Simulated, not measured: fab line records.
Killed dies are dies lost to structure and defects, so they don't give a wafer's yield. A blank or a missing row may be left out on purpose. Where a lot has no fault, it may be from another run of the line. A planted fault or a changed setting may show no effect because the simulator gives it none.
Chamber matching + flow nand_harc + NHARC_A_CHANNEL_FILL_D1_ALD_02 on ald_hk-04 has 4 sister chambers
The step deposits SiO2, target thk 6 nm, pulse time 10 s, ald cycles 60. 4 wafers are shown with their chamber, then 12 later ones without.

== EACH WAFER AND ITS CHAMBER ==
| wafer  | chamber | heater_power_outer_w (W) |
|--------|---------|--------------------------|
| L088.1 | 1       | 225                      |
| L088.6 | 0       | 279                      |
| L094.3 | 2       | 220                      |
| L094.5 | 3       | 292                      |

== WAFERS MISSING THEIR CHAMBER ==
| wafer  | heater_power_outer_w (W) |
|--------|--------------------------|
| L096.2 | 217                      |
| L096.3 | 227                      |
| L096.4 | 293                      |
| L096.1 | 277                      |
| L096.5 | 298                      |
| L096.6 | 279                      |
| L095.1 | 222                      |
| L095.2 | 272                      |
| L095.3 | 283                      |
| L097.2 | 222                      |
| L097.3 | 272                      |
| L097.5 | 275                      |

== EACH ONE'S CHAMBER ==
| wafer  | from the rows above     | in truth |
|--------|-------------------------|----------|
| L096.2 | can't be placed: 2 or 1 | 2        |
| L096.3 | can't be placed: 1 or 2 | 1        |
| L096.4 | 3                       | 3        |
| L096.1 | 0                       | 0        |
| L096.5 | 3                       | 3        |
| L096.6 | 0                       | 0        |
| L095.1 | can't be placed: 2 or 1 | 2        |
| L095.2 | 0                       | 0        |
| L095.3 | can't be placed: 0 or 3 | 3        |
| L097.2 | can't be placed: 2 or 1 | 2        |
| L097.3 | 0                       | 0        |
| L097.5 | 0                       | 0        |
Correct placement for 7 of the 12. Not placeable from these rows: 5 (in 5, the candidates include the true chamber). Number placed wrongly: 0.
How it was worked out, from the rows above alone: a wafer's distance from a chamber is the root of the sum, over the readings, of the square of ((its reading less the chamber's mean) divided by the reading's scatter). If the next closest chamber is less than 2 further off than the closest, the wafer can't be placed; otherwise it belongs to the closest. A chamber's mean is the mean of its shown wafers. The scatter: with one shown wafer a chamber, the root of the mean of the squares of how far each hidden wafer lies from its nearest shown one.
